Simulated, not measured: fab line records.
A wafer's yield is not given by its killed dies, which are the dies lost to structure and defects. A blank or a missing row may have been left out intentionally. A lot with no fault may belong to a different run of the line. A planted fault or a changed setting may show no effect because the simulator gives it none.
fab line records	flow nand_harc
record lots=24	wafers=72	last_day=24
route steps=1159 shown A_BLC@980 A_M0@1004
lots that met no fault: from a run of the same line without faults
start_h: hours from the record's first day to the start of the lot's first wafer shown	wait_h: time in hours since the lot's previous step	" as in the row above	L1.1+2: a row that stands for several wafers	- value missing, or start not given	* or withheld: withheld	< > ~ a bound
route shown NAME@n: names a module that has steps shown in the file, with the first one's number in the route	usual: mean and standard deviation over wafers with no fault	same: alike in all rows	chamber/n: place in a boat	sites: readings site by site	_std_site: how widely they spread, as a standard deviation	_edge_site: the outer-site mean with the inner-site mean subtracted	radius_mm: how far each site lies from the wafer's centre	mask NAME#n: copy n	behind: the last tool/chamber to shape the wafer	hold: what put the lot on hold/how long, in hours/how the hold closed	device: names the non-switching transistor (n, p or np)	end of line: at the end of the route, the tests of the same wafers	a step without rows: its recipe alone	killed: count of dies lost to structure and defects at first sort (not the wafer's yield)	map: a wafer's dies, marking killed ones x, the rest . and places with no die _
set.NAME: the setting the step ran with; set.NAME@STEP: the setting that earlier step ran with	model.NAME: the simulator's own value behind a step, which no gauge read
route steps across a sampled set of lots; one table per step, one row per wafer
services: a tool's chamber out of use, with start hour (start_h, from the record's first day; less than 0 if before it), hours out, and reason
## steps
# step NHARC_A_BLC_ETCH_18
# recipe target_depth_a=9100	c4f8_flow_sccm=20	o2_flow_sccm=10	ar_flow_sccm=withheld	rf_w=600	bias_w=1500	chemistry=C4F8/O2/Ar
# usual bias_w=1500/4.3	oes_product_au=0.953/0.022	rf_vpp_V=977/5.9
lot.wafer	tool	chamber	start_h	wait_h	bias_w	oes_product_au	rf_hours_counter_h	rf_vpp_V
L074.4	rie_diel-04	1	-	-	1497	0.961	29	972
L074.2	"	3	"	"	1504	0.926	34	982
L074.6	"	1	"	"	1499	0.960	-	973
L075.1	rie_diel-13	3	-	-	1494	0.961	14	975
L075.3	"	0	"	"	1499	0.955	11	987
L075.6	"	2	"	"	1503	0.972	-	971
L076.2	rie_diel-04	0	-	-	1502	0.932	39	969
L076.3	"	2	"	"	1499	0.929	43	974
L076.5	"	0	"	"	1497	0.937	-	970
L078.3	rie_diel-13	3	-	-	1501	0.933	14	975
L078.5	"	2	"	"	1500	0.921	-	968
L078.6	"	3	"	"	1500	0.918	-	975
L077.1	rie_diel-05	1	-	-	1507	1.004	5	968
L077.3	"	2	"	"	1500	0.977	5	980
L077.5	"	3	"	"	1504	0.973	-	984
L079.2	rie_diel-05	3	-	-	1503	0.930	7	983
L079.3	"	1	"	"	1501	0.933	7	969
L079.1	"	2	"	"	1502	0.943	6	980
L080.1	rie_diel-05	2	-	-	1504	0.943	7	978
L080.6	"	2	"	"	1499	0.942	-	980
L080.5	"	3	"	"	1504	0.920	-	982
L081.4	rie_diel-05	3	-	-	1501	0.988	8	983
L081.6	"	1	"	"	1496	0.971	-	969
L081.5	"	2	"	"	1493	0.986	-	979
L082.3	rie_diel-05	3	-	-	1495	0.964	8	984
L082.4	"	0	"	"	1501	0.954	10	976
L082.6	"	0	"	"	1507	0.960	-	975
L083.4	rie_diel-13	3	-	-	1502	0.958	19	974
L083.3	"	1	"	"	1507	0.953	18	983
L083.2	"	2	"	"	1506	0.955	19	971
L085.1	rie_diel-05	3	-	-	1495	0.951	10	983
L085.3	"	0	"	"	1499	0.929	11	975
L085.5	"	3	"	"	1493	0.950	-	981
L086.1	rie_diel-05	1	-	-	1502	0.977	11	968
L086.3	"	3	"	"	1495	0.987	11	983
L086.5	"	0	"	"	1503	0.954	-	975
L087.3	rie_diel-05	0	-	-	1503	0.925	13	975
L087.2	"	2	"	"	1502	0.930	11	979
L087.5	"	0	"	"	1499	0.924	-	975
L089.3	rie_diel-05	0	-	-	1502	0.972	13	975
L089.4	"	1	"	"	1501	0.964	12	967
L089.5	"	1	"	"	1496	0.962	-	969
L084.3	rie_diel-05	0	-	-	1498	0.925	13	974
L084.2	"	1	"	"	1504	0.943	12	967
L084.4	"	2	"	"	1499	0.939	11	980
L088.3	rie_diel-05	2	-	-	1503	0.973	12	977
L088.1	"	1	"	"	1502	0.974	13	970
L088.6	"	2	"	"	1503	0.983	-	979
L090.1	rie_diel-13	3	-	-	1493	0.946	3	974
L090.3	"	0	"	"	1495	0.977	3	987
L090.2	"	1	"	"	1499	0.980	3	984
L091.4	rie_diel-13	3	-	-	1505	0.963	4	976
L091.6	"	3	"	"	1504	0.946	-	973
L091.5	"	0	"	"	1505	0.952	-	987
L093.2	rie_diel-13	3	-	-	1489	0.947	6	976
L093.3	"	0	"	"	1501	0.955	5	987
L093.6	"	1	"	"	1498	0.942	-	985
L094.3	rie_diel-04	2	-	-	1508	0.942	11	974
L094.1	"	3	"	"	1497	0.962	11	983
L094.5	"	0	"	"	1502	0.981	-	968
L092.1	rie_diel-13	1	-	-	1504	0.920	6	983
L092.2	"	2	"	"	1499	0.927	6	968
L092.6	"	1	"	"	1504	0.934	-	982
L097.3	rie_diel-05	1	-	-	1503	0.988	0	969
L097.2	"	2	"	"	1501	0.964	0	979
L097.6	"	0	"	"	1489	0.985	-	976
L095.4	rie_diel-05	0	-	-	1503	0.957	1	976
L095.2	"	2	"	"	1499	0.977	1	980
L095.3	"	3	"	"	1495	0.970	1	983
L096.3	rie_diel-04	0	-	-	1498	0.952	22	968
L096.1	"	1	"	"	1504	0.990	20	972
L096.4	"	0	"	"	1496	0.949	-	969
# step NHARC_A_M0_CD_MEAS_09
# recipe target_cd_nm=80	landing_energy_ev=500
# usual cd_nm=79.7/0.58
lot.wafer	tool	chamber	start_h	wait_h	cd_nm
L074.2	cd_sem-01	0	394.43	-	80.5
L074.4	"	0	"	"	80.4
L074.6	"	0	"	"	80.0
L075.1	cd_sem-03	0	402.15	-	80.8
L075.3	"	0	"	"	80.0
L075.6	"	0	"	"	80.4
L076.2	cd_sem-03	0	402.59	-	79.2
L076.3	"	0	"	"	79.5
L076.5	"	0	"	"	79.2
L078.3	cd_sem-01	0	405.06	-	79.4
L078.5	"	0	"	"	79.7
L078.6	"	0	"	"	80.3
L077.1	cd_sem-03	0	407.55	-	80.2
L077.3	"	0	"	"	81.3
L077.5	"	0	"	"	79.9
L079.1	cd_sem-02	0	429.00	-	79.7
L079.2	"	0	"	"	79.2
L079.3	"	0	"	"	79.2
L080.1	cd_sem-01	0	443.73	-	79.6
L080.5	"	0	"	"	79.2
L080.6	"	0	"	"	79.0
L081.4	cd_sem-01	0	444.43	-	79.2
L081.5	"	0	"	"	79.5
L081.6	"	0	"	"	78.9
L082.3	cd_sem-02	0	451.64	-	79.9
L082.4	"	0	"	"	80.3
L082.6	"	0	"	"	79.8
L083.2	cd_sem-01	0	452.07	-	80.2
L083.3	"	0	"	"	80.3
L083.4	"	0	"	"	80.2
L085.1	cd_sem-03	0	460.46	-	80.5
L085.3	"	0	"	"	80.5
L085.5	"	0	"	"	80.2
L086.1	cd_sem-03	0	469.25	-	78.8
L086.3	"	0	"	"	79.8
L086.5	"	0	"	"	80.1
L087.2	cd_sem-01	0	470.07	-	79.8
L087.3	"	0	"	"	78.8
L087.5	"	0	"	"	79.2
L089.3	cd_sem-01	0	479.07	-	79.2
L089.4	"	0	"	"	79.2
L089.5	"	0	"	"	79.7
L084.2	cd_sem-02	0	479.42	-	80.4
L084.3	"	0	"	"	80.4
L084.4	"	0	"	"	79.7
L088.1	cd_sem-02	0	483.97	-	80.0
L088.3	"	0	"	"	79.3
L088.6	"	0	"	"	80.8
L090.1	cd_sem-02	0	490.82	-	79.3
L090.2	"	0	"	"	79.5
L090.3	"	0	"	"	78.9
L091.4	cd_sem-02	0	504.11	-	79.3
L091.5	"	0	"	"	79.6
L091.6	"	0	"	"	79.9
L093.2	cd_sem-03	0	510.12	-	80.2
L093.3	"	0	"	"	79.4
L093.6	"	0	"	"	79.2
L094.1	cd_sem-02	0	510.94	-	79.8
L094.3	"	0	"	"	79.6
L094.5	"	0	"	"	79.6
L092.1	cd_sem-02	0	518.94	-	79.4
L092.2	"	0	"	"	79.3
L092.6	"	0	"	"	80.0
L097.2	cd_sem-02	0	530.48	-	80.1
L097.3	"	0	"	"	81.1
L097.6	"	0	"	"	80.8
L095.2	cd_sem-03	0	533.47	-	79.3
L095.3	"	0	"	"	79.6
L095.4	"	0	"	"	78.4
L096.1	cd_sem-03	0	534.95	-	80.3
L096.3	"	0	"	"	79.0
L096.4	"	0	"	"	79.9
# step NHARC_A_M0_OVL_MEAS_10
# recipe pitch_nm=160
# usual overlay_x_nm=0.2/0.83	overlay_y_nm=0.1/0.69
lot.wafer	tool	chamber	start_h	wait_h	overlay_x_nm	overlay_y_nm
L074.2	overlay-01	-	394.51	-	-0.1	-0.4
L074.4	"	-	"	"	0.1	-0.8
L074.6	"	-	"	"	-0.3	-0.2
L075.1	overlay-02	-	402.24	-	1.5	0.1
L075.3	"	-	"	"	1.7	1.3
L075.6	"	-	"	"	1.7	0.5
L076.2	overlay-01	-	402.67	-	-0.4	-1.8
L076.3	"	-	"	"	-0.1	-1.5
L076.5	"	-	"	"	0.0	-0.8
L078.3	overlay-02	-	405.14	-	0.2	1.1
L078.5	"	-	"	"	0.1	-0.2
L078.6	"	-	"	"	-0.1	0.2
L077.1	overlay-02	-	407.63	-	-0.5	0.2
L077.3	"	-	"	"	-0.9	-0.4
L077.5	"	-	"	"	-0.2	-0.5
L079.1	overlay-02	-	429.09	-	0.1	1.0
L079.2	"	-	"	"	0.1	0.4
L079.3	"	-	"	"	0.3	0.4
L080.1	overlay-01	-	443.81	-	-0.1	-1.3
L080.5	"	-	"	"	0.0	-1.6
L080.6	"	-	"	"	-0.2	-1.3
L081.4	overlay-01	-	444.51	-	2.0	0.6
L081.5	"	-	"	"	2.4	0.4
L081.6	"	-	"	"	2.1	0.5
L082.3	overlay-01	-	451.73	-	0.4	1.3
L082.4	"	-	"	"	1.0	1.4
L082.6	"	-	"	"	0.8	1.6
L083.2	overlay-01	-	452.15	-	-0.8	-0.1
L083.3	"	-	"	"	-0.9	-0.6
L083.4	"	-	"	"	-0.9	-0.2
L085.1	overlay-01	-	460.55	-	-0.1	0.2
L085.3	"	-	"	"	-0.5	0.1
L085.5	"	-	"	"	-0.7	0.1
L086.1	overlay-01	-	469.34	-	0.2	0.4
L086.3	"	-	"	"	0.1	0.5
L086.5	"	-	"	"	0.4	0.7
L087.2	overlay-01	-	470.16	-	0.9	-0.1
L087.3	"	-	"	"	0.8	-0.5
L087.5	"	-	"	"	1.6	-0.2
L089.3	overlay-01	-	479.16	-	-0.8	0.6
L089.4	"	-	"	"	-0.9	0.1
L089.5	"	-	"	"	-0.3	-0.4
L084.2	overlay-01	-	479.50	-	0.3	-0.2
L084.3	"	-	"	"	-0.3	0.1
L084.4	"	-	"	"	0.6	0.0
L088.1	overlay-01	-	484.06	-	0.8	0.6
L088.3	"	-	"	"	0.3	0.5
L088.6	"	-	"	"	0.1	0.9
L090.1	overlay-02	-	490.90	-	-0.1	0.0
L090.2	"	-	"	"	-0.5	0.0
L090.3	"	-	"	"	-0.4	0.4
L091.4	overlay-02	-	504.19	-	-0.5	0.5
L091.5	"	-	"	"	-0.1	0.5
L091.6	"	-	"	"	0.3	0.6
L093.2	overlay-02	-	510.20	-	1.2	0.5
L093.3	"	-	"	"	0.8	0.1
L093.6	"	-	"	"	0.9	0.4
L094.1	overlay-01	-	511.03	-	0.0	-0.4
L094.3	"	-	"	"	1.0	0.0
L094.5	"	-	"	"	0.6	-0.7
L092.1	overlay-01	-	519.03	-	-0.1	-0.3
L092.2	"	-	"	"	0.1	-0.2
L092.6	"	-	"	"	0.2	-0.2
L097.2	overlay-02	-	530.56	-	-0.2	1.0
L097.3	"	-	"	"	0.1	1.3
L097.6	"	-	"	"	-0.2	0.9
L095.2	overlay-01	-	533.55	-	1.0	0.4
L095.3	"	-	"	"	1.7	1.1
L095.4	"	-	"	"	1.3	0.3
L096.1	overlay-02	-	535.04	-	-1.7	0.0
L096.3	"	-	"	"	-1.6	-0.4
L096.4	"	-	"	"	-1.8	-0.3
# step NHARC_A_M0_INSPECT_11
# usual raw_defect_count=32/14
lot.wafer	tool	chamber	start_h	wait_h	raw_defect_count
L074.2	defect_inspect-01	-	394.55	0.0	17
L074.4	"	-	"	"	17
L074.6	"	-	"	"	24
L075.1	defect_inspect-02	-	402.27	0.0	29
L075.3	"	-	"	"	24
L075.6	"	-	"	"	21
L076.2	defect_inspect-02	-	402.71	0.0	21
L076.3	"	-	"	"	24
L076.5	"	-	"	"	19
L078.3	defect_inspect-02	-	405.18	0.0	29
L078.5	"	-	"	"	16
L078.6	"	-	"	"	23
L077.1	defect_inspect-02	-	407.67	0.0	23
L077.3	"	-	"	"	25
L077.5	"	-	"	"	12
L079.1	defect_inspect-02	-	429.13	0.0	36
L079.2	"	-	"	"	35
L079.3	"	-	"	"	30
L080.1	defect_inspect-01	-	443.85	0.0	41
L080.5	"	-	"	"	48
L080.6	"	-	"	"	32
L081.4	defect_inspect-02	-	444.55	0.0	12
L081.5	"	-	"	"	14
L081.6	"	-	"	"	10
L082.3	defect_inspect-01	-	451.76	0.0	56
L082.4	"	-	"	"	56
L082.6	"	-	"	"	45
L083.2	defect_inspect-02	-	452.19	0.0	17
L083.3	"	-	"	"	17
L083.4	"	-	"	"	13
L085.1	defect_inspect-02	-	460.58	0.0	34
L085.3	"	-	"	"	26
L085.5	"	-	"	"	33
L086.1	defect_inspect-01	-	469.38	0.0	26
L086.3	"	-	"	"	26
L086.5	"	-	"	"	37
L087.2	defect_inspect-01	-	470.19	0.0	63
L087.3	"	-	"	"	46
L087.5	"	-	"	"	34
L089.3	defect_inspect-01	-	479.19	0.0	45
L089.4	"	-	"	"	52
L089.5	"	-	"	"	47
L084.2	defect_inspect-01	-	479.54	0.0	30
L084.3	"	-	"	"	29
L084.4	"	-	"	"	38
L088.1	defect_inspect-01	-	484.10	0.0	10
L088.3	"	-	"	"	17
L088.6	"	-	"	"	14
L090.1	defect_inspect-01	-	490.94	0.0	34
L090.2	"	-	"	"	29
L090.3	"	-	"	"	29
L091.4	defect_inspect-02	-	504.23	0.0	39
L091.5	"	-	"	"	35
L091.6	"	-	"	"	41
L093.2	defect_inspect-01	-	510.24	0.0	35
L093.3	"	-	"	"	42
L093.6	"	-	"	"	40
L094.1	defect_inspect-02	-	511.06	0.0	41
L094.3	"	-	"	"	29
L094.5	"	-	"	"	32
L092.1	defect_inspect-02	-	519.07	0.0	64
L092.2	"	-	"	"	57
L092.6	"	-	"	"	63
L097.2	defect_inspect-02	-	530.60	0.0	39
L097.3	"	-	"	"	57
L097.6	"	-	"	"	58
L095.2	defect_inspect-01	-	533.59	0.0	18
L095.3	"	-	"	"	29
L095.4	"	-	"	"	29
L096.1	defect_inspect-01	-	535.08	0.0	43
L096.3	"	-	"	"	44
L096.4	"	-	"	"	45
# step NHARC_A_M0_DESCUM_14
# recipe time_s=3	o2_flow_sccm=200	ar_flow_sccm=0	bias_power_w=0	chemistry=O2
# usual drypump_motor_current_A=5.9/0.32	oes_product_au=0.999/0.0081	rf_vpp_V=57.7/0.88	showerhead_plenum_p_Torr=1.87/0.071	throttle_valve_pct=11.311/0.0084
lot.wafer	tool	chamber	start_h	wait_h	drypump_motor_current_A	oes_product_au	rf_hours_counter_h	rf_vpp_V	showerhead_plenum_p_Torr	throttle_valve_pct
L074.2	rie_diel-08	2	394.62	0.1	5.9	1.004	6.4	57.4	1.81	11.305
L074.6	"	2	"	"	5.9	1.004	-	57.7	1.81	11.315
L074.4	"	3	"	"	5.4	1.000	-	57.7	1.82	11.312
L075.3	rie_diel-08	1	402.34	0.1	5.6	1.012	6.8	58.2	2.04	11.311
L075.1	"	3	"	"	5.4	1.008	6.8	57.5	1.82	11.319
L075.6	"	1	"	"	5.6	0.999	-	58.2	2.04	11.312
L076.2	rie_diel-08	0	402.81	0.1	6.3	1.017	6.6	57.8	1.87	11.320
L076.3	"	3	"	"	5.4	1.007	6.8	58.6	1.82	11.313
L076.5	"	1	"	"	5.6	0.999	-	58.5	2.04	11.311
L078.3	rie_diel-10	2	405.26	0.1	6.0	1.011	3.4	57.8	1.88	11.318
L078.5	"	0	"	"	5.4	0.996	-	57.1	1.84	11.292
L078.6	"	1	"	"	5.5	1.005	-	57.8	1.87	11.311
L077.3	rie_diel-08	3	407.73	0.1	5.4	0.998	7.5	57.5	1.82	11.316
L077.1	"	2	"	"	5.9	1.005	7.5	57.6	1.81	11.305
L077.5	"	3	"	"	5.4	1.004	-	57.9	1.82	11.309
L079.3	rie_diel-08	3	429.19	0.1	5.4	1.003	8.8	56.6	1.82	11.310
L079.2	"	1	"	"	5.6	1.002	8.6	59.9	2.04	11.315
L079.1	"	2	"	"	5.9	0.991	8.6	59.2	1.81	11.308
L080.1	rie_diel-08	0	443.92	0.1	6.3	1.005	9.4	57.8	1.87	11.331
L080.5	"	3	"	"	5.4	0.991	-	56.3	1.82	11.320
L080.6	"	0	"	"	6.3	1.005	-	57.5	1.87	11.309
L081.4	rie_diel-10	0	444.62	0.1	5.4	1.002	5.9	57.4	1.84	11.310
L081.5	"	2	"	"	6.0	1.013	-	57.5	1.88	11.299
L081.6	"	3	"	"	6.1	1.001	-	58.3	1.79	11.301
L082.3	rie_diel-10	3	451.83	0.1	6.1	0.997	5.8	58.3	1.79	11.323
L082.4	"	1	"	"	5.5	1.000	6.0	58.6	1.87	11.327
L082.6	"	3	"	"	6.1	0.992	-	57.7	1.79	11.293
L083.3	rie_diel-09	0	452.26	0.1	6.0	0.987	0.4	57.6	1.84	11.304
L083.4	"	2	"	"	6.2	1.000	0.5	59.0	1.89	11.310
L083.2	"	3	"	"	6.2	0.978	0.5	58.4	1.97	11.295
L085.1	rie_diel-09	2	460.66	0.1	6.3	0.998	1.3	58.2	1.89	11.315
L085.3	"	3	"	"	6.2	0.992	1.6	57.1	1.97	11.299
L085.5	"	1	"	"	6.1	0.982	-	55.8	1.85	11.306
L086.3	rie_diel-10	3	469.44	0.1	6.1	0.998	7.2	56.0	1.79	11.301
L086.1	"	1	"	"	5.5	0.996	7.8	57.3	1.87	11.308
L086.5	"	3	"	"	6.1	0.988	-	58.1	1.79	11.318
L087.2	rie_diel-10	3	470.27	0.1	6.1	1.001	7.3	57.7	1.79	11.313
L087.3	"	0	"	"	5.4	0.996	7.7	57.2	1.84	11.310
L087.5	"	2	"	"	6.0	0.993	-	58.7	1.87	11.313
L089.3	rie_diel-09	0	479.25	0.1	6.0	1.004	3.0	56.5	1.84	11.313
L089.5	"	0	"	"	6.1	1.007	-	56.3	1.84	11.335
L089.4	"	3	"	"	6.3	0.996	-	58.3	1.97	11.319
L084.3	rie_diel-09	0	479.61	0.1	6.0	0.985	3.1	57.7	1.84	11.324
L084.2	"	1	"	"	6.1	0.988	2.5	58.2	1.85	11.307
L084.4	"	1	"	"	6.1	0.988	-	56.9	1.85	11.321
L088.1	rie_diel-10	2	484.18	0.1	6.0	0.996	8.5	56.5	1.87	11.325
L088.3	"	3	"	"	6.1	0.996	8.7	56.6	1.79	11.304
L088.6	"	1	"	"	5.5	0.995	-	57.5	1.87	11.313
L090.1	rie_diel-08	2	491.00	0.1	5.9	1.005	0.0	56.6	1.81	11.290
L090.3	"	3	"	"	5.4	0.995	0.0	57.6	1.82	11.322
L090.2	"	1	"	"	5.6	1.015	0.1	58.2	2.04	11.309
L091.4	rie_diel-09	2	504.30	0.1	6.2	0.996	3.7	57.4	1.88	11.308
L091.6	"	1	"	"	6.0	0.992	-	56.6	1.85	11.306
L091.5	"	2	"	"	6.2	0.995	-	57.4	1.88	11.314
L093.3	rie_diel-08	2	510.31	0.1	5.9	1.008	2.0	57.3	1.81	11.303
L093.2	"	0	"	"	6.3	1.010	1.4	56.5	1.87	11.322
L093.6	"	1	"	"	5.6	1.012	-	57.7	2.04	11.304
L094.3	rie_diel-09	3	511.13	0.1	6.2	0.986	5.1	57.4	1.97	11.306
L094.1	"	0	"	"	6.1	0.998	4.9	58.0	1.84	11.311
L094.5	"	3	"	"	6.1	0.984	-	58.4	1.97	11.322
L092.1	rie_diel-10	0	519.15	0.1	5.4	1.008	12.0	58.1	1.84	11.303
L092.2	"	1	"	"	5.5	0.994	12.2	57.5	1.87	11.309
L092.6	"	2	"	"	6.0	0.996	-	57.9	1.87	11.309
L097.3	rie_diel-09	1	530.66	0.1	6.1	1.004	5.0	57.9	1.85	11.309
L097.2	"	2	"	"	6.3	1.004	4.7	57.5	1.88	11.307
L097.6	"	1	"	"	6.1	0.991	-	58.8	1.85	11.303
L095.3	rie_diel-08	0	533.65	0.1	6.3	0.994	3.1	57.5	1.86	11.306
L095.2	"	1	"	"	5.6	0.993	3.4	57.6	2.03	11.309
L095.4	"	3	"	"	5.4	0.998	3.4	56.6	1.82	11.323
L096.1	rie_diel-08	0	535.14	0.1	6.3	1.007	3.2	58.4	1.87	11.296
L096.4	"	1	"	"	5.6	1.012	3.6	59.2	2.03	11.314
L096.3	"	2	"	"	5.9	1.003	3.9	58.2	1.81	11.325
# step NHARC_A_M0_STRIP_18
# recipe power_w=1000	n2_flow_sccm=150	h2_flow_sccm=150	ar_flow_sccm=0	bias_w=0	chemistry=N2/H2
# usual drypump_motor_current_A=5.98/0.29	oes_product_au=0.997/0.0082	power_w=1000.1/2.9	rf_vpp_V=90.5/0.93	showerhead_plenum_p_Torr=2.00/0.074	throttle_valve_pct=14.171/0.0089
# same bias_w=0
lot.wafer	tool	chamber	start_h	wait_h	drypump_motor_current_A	oes_product_au	power_w	rf_hours_counter_h	rf_vpp_V	showerhead_plenum_p_Torr	throttle_valve_pct
L074.4	rie_diel-10	0	395.03	0.1	5.41	1.012	999.0	2	89.1	1.96	14.167
L074.2	"	3	"	"	6.10	0.997	1000.7	2	90.2	1.91	14.170
L074.6	"	1	"	"	5.48	1.004	1003.5	-	91.2	2.00	14.170
L075.3	rie_diel-09	3	402.73	0.1	6.22	0.973	1001.6	12	90.1	2.11	14.177
L075.1	"	0	"	"	6.04	0.986	996.6	12	89.2	1.96	14.165
L075.6	"	2	"	"	6.23	0.987	997.1	-	90.6	2.01	14.157
L076.2	rie_diel-09	2	403.18	0.1	6.26	0.997	1000.9	13	90.5	2.01	14.176
L076.3	"	3	"	"	6.21	0.997	1006.2	13	90.9	2.11	14.170
L076.5	"	3	"	"	6.21	0.998	1004.7	-	92.4	2.11	14.164
L078.3	rie_diel-08	0	405.64	0.1	6.27	0.999	1000.3	7	89.8	1.99	14.178
L078.6	"	3	"	"	5.42	1.001	1000.9	-	90.6	1.94	14.169
L078.5	"	0	"	"	6.26	0.996	999.1	-	91.0	1.99	14.174
L077.1	rie_diel-09	0	408.15	0.1	6.10	0.999	998.5	13	90.4	1.96	14.190
L077.3	"	1	"	"	6.10	0.995	1001.5	13	89.9	1.97	14.168
L077.5	"	0	"	"	6.07	0.999	995.9	-	90.3	1.96	14.166
L079.3	rie_diel-09	1	429.56	0.1	6.09	0.987	997.5	14	90.7	1.97	14.183
L079.1	"	2	"	"	6.26	0.999	997.3	15	91.2	2.01	14.179
L079.2	"	0	"	"	6.07	0.993	999.8	15	91.6	1.96	14.189
L080.1	rie_diel-08	1	444.37	0.1	5.63	0.996	998.6	10	91.9	2.17	14.180
L080.6	"	2	"	"	5.92	0.995	994.1	-	90.1	1.92	14.165
L080.5	"	3	"	"	5.41	0.998	999.0	-	90.3	1.94	14.152
L081.4	rie_diel-08	0	445.01	0.1	6.30	1.010	999.6	9	90.1	1.99	14.158
L081.5	"	3	"	"	5.42	1.006	997.6	-	89.8	1.94	14.169
L081.6	"	0	"	"	6.27	1.010	998.4	-	89.5	1.99	14.180
L082.4	rie_diel-08	2	452.23	0.1	5.94	1.002	997.4	10	89.9	1.92	14.170
L082.3	"	0	"	"	6.28	1.003	1003.4	10	90.7	1.99	14.163
L082.6	"	2	"	"	5.93	1.003	1000.9	-	89.0	1.92	14.156
L083.3	rie_diel-10	2	452.63	0.1	5.98	1.005	1000.0	6	91.8	2.00	14.178
L083.4	"	0	"	"	5.44	0.996	998.7	6	90.0	1.96	14.169
L083.2	"	1	"	"	5.51	1.006	997.8	6	91.9	2.00	14.180
L085.3	rie_diel-10	1	461.02	0.1	5.43	0.995	997.8	8	90.4	2.00	14.171
L085.1	"	2	"	"	6.01	0.993	997.6	7	91.2	2.00	14.176
L085.5	"	2	"	"	6.05	1.008	1005.9	-	91.9	2.00	14.176
L086.3	rie_diel-08	3	469.81	0.1	5.41	1.000	1003.5	11	90.6	1.94	14.173
L086.1	"	1	"	"	5.63	1.003	998.4	11	93.1	2.17	14.163
L086.5	"	0	"	"	6.25	1.001	1000.3	-	90.1	1.99	14.177
L087.2	rie_diel-09	3	470.67	0.1	6.21	1.002	1001.0	3	89.8	2.11	14.153
L087.3	"	1	"	"	6.10	0.985	1006.5	2	91.1	1.97	14.175
L087.5	"	3	"	"	6.26	0.994	1000.8	-	92.1	2.11	14.168
L089.3	rie_diel-09	0	479.70	0.1	6.03	0.983	996.1	3	90.7	1.96	14.170
L089.5	"	3	"	"	6.23	0.998	1001.4	-	90.9	2.11	14.169
L089.4	"	1	"	"	6.07	0.986	1006.7	-	91.1	1.97	14.179
L084.2	rie_diel-09	0	480.21	0.1	6.11	1.001	998.9	3	90.1	1.96	14.178
L084.3	"	3	"	"	6.21	0.987	992.6	4	91.1	2.11	14.167
L084.4	"	3	"	"	6.25	0.989	996.4	-	91.7	2.11	14.174
L088.1	rie_diel-09	2	484.54	0.1	6.22	0.999	1001.0	3	91.2	2.01	14.175
L088.3	"	1	"	"	6.08	0.987	1001.5	3	89.3	1.97	14.178
L088.6	"	2	"	"	6.21	1.002	999.7	-	89.4	2.01	14.161
L090.3	rie_diel-09	0	491.38	0.1	6.04	0.982	999.8	4	91.0	1.96	14.177
L090.2	"	2	"	"	6.24	0.999	998.5	3	90.3	2.01	14.165
L090.1	"	3	"	"	6.23	0.984	997.8	4	89.8	2.11	14.177
L091.4	rie_diel-10	1	504.74	0.1	5.46	0.998	998.5	11	90.7	1.99	14.169
L091.5	"	2	"	"	5.99	1.000	995.5	-	89.7	2.00	14.169
L091.6	"	3	"	"	6.09	0.997	998.6	-	89.9	1.91	14.171
L093.3	rie_diel-08	0	510.73	0.1	6.26	0.987	1008.3	1	89.1	1.99	14.183
L093.2	"	1	"	"	5.62	1.002	999.3	2	92.2	2.17	14.175
L093.6	"	2	"	"	5.94	0.998	1001.4	-	91.8	1.92	14.156
L094.1	rie_diel-09	1	511.52	0.1	6.07	0.992	1004.5	5	91.2	1.97	14.168
L094.3	"	2	"	"	6.29	1.006	1003.0	4	90.1	2.01	14.161
L094.5	"	0	"	"	6.08	0.991	1003.3	-	88.8	1.96	14.177
L092.2	rie_diel-09	3	519.53	0.1	6.23	0.988	997.0	5	91.7	2.10	14.172
L092.1	"	0	"	"	6.04	1.008	999.5	5	90.8	1.96	14.173
L092.6	"	3	"	"	6.24	0.987	994.7	-	90.2	2.10	14.166
L097.3	rie_diel-08	2	531.07	0.1	5.92	0.995	999.4	4	89.1	1.92	14.171
L097.2	"	0	"	"	6.30	0.997	1002.6	3	89.3	1.99	14.164
L097.6	"	2	"	"	5.92	0.986	992.5	-	90.1	1.92	14.171
L095.4	rie_diel-09	1	534.05	0.1	6.10	0.988	998.4	5	90.5	1.97	14.172
L095.2	"	2	"	"	6.20	0.997	999.8	5	89.4	2.01	14.156
L095.3	"	3	"	"	6.23	0.984	1000.9	6	92.4	2.10	14.160
L096.1	rie_diel-08	1	535.54	0.1	5.59	0.999	998.7	4	91.4	2.17	14.177
L096.4	"	3	"	"	5.40	1.003	997.8	4	90.7	1.94	14.167
L096.3	"	0	"	"	6.29	1.002	996.4	3	90.8	1.99	14.182
## services
tool	chamber	start_h	hours	kind
rie_diel-05	3	364.36	1.8	repair
rie_diel-08	-	369.52	0.6	repair
rie_diel-05	2	373.51	1.6	repair
rie_diel-04	3	381.53	3.7	repair
rie_diel-05	3	383.23	4.3	repair
rie_diel-10	1	385.89	5.1	repair
rie_diel-08	0	388.73	6.3	repair
rie_diel-10	-	402.67	1.7	repair
rie_diel-05	-	406.41	1.4	repair
rie_diel-13	2	412.41	3.2	repair
rie_diel-09	-	431.10	9.0	pm
rie_diel-13	0	434.27	10.9	repair
rie_diel-04	-	442.20	0.7	repair
rie_diel-13	-	453.03	9.0	pm
rie_diel-04	0	461.25	4.9	repair
rie_diel-04	-	465.96	9.0	pm
rie_diel-09	2	475.90	6.7	repair
rie_diel-08	-	479.00	9.0	pm
rie_diel-04	-	487.82	1.0	repair
rie_diel-10	3	506.15	4.5	repair
rie_diel-05	-	517.60	9.0	pm
rie_diel-04	2	519.62	48.8	repair
rie_diel-08	3	528.51	4.8	repair
rie_diel-10	-	530.71	9.0	pm
## key
fault none
